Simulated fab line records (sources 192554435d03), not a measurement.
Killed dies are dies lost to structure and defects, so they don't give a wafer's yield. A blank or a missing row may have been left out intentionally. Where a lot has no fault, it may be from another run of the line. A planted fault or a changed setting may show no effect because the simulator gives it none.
Matching of chambers + flow n5 finfet + rie diel-06 running N5_BEOL_M6_STRIP_36: 4 sister chambers
The step strips in N2/H2. 4 wafers are shown with their chamber, then 7 later ones without.

## WAFERS PAIRED WITH THEIR CHAMBERS
| wafer  | chamber | drypump motor current A (A) |
|--------|---------|-----------------------------|
| L085.1 | 3       | 6.6                         |
| L084.4 | 2       | 5.4                         |
| L092.1 | 1       | 4.9                         |
| L092.2 | 0       | 6.3                         |

## WAFERS WITH NO CHAMBER GIVEN
| wafer  | drypump motor current A (A) |
|--------|-----------------------------|
| L092.3 | 5.4                         |
| L097.2 | 4.8                         |
| L097.4 | 5.4                         |
| L097.5 | 6.6                         |
| L095.2 | 4.9                         |
| L095.3 | 6.6                         |
| L095.4 | 5.4                         |

## EACH ONE'S CHAMBER
| wafer  | from the rows above | in truth |
|--------|---------------------|----------|
| L092.3 | 2                   | 2        |
| L097.2 | 1                   | 1        |
| L097.4 | 2                   | 2        |
| L097.5 | 3                   | 3        |
| L095.2 | 1                   | 1        |
| L095.3 | 3                   | 3        |
| L095.4 | 2                   | 2        |
7 of 7 placed correctly. Not placeable from these rows: 0. Placed wrongly: 0.
How it was worked out, from the rows above alone: a wafer's distance from a chamber is the root of the sum, over the readings, of the square of ((its reading less the chamber's mean) divided by the reading's scatter). If the next closest chamber is less than 2 further off than the closest, the wafer can't be placed; otherwise it belongs to the closest. A chamber's mean is the mean of its shown wafers. The scatter: with one shown wafer a chamber, the root of the mean of the squares of how far each hidden wafer lies from its nearest shown one.
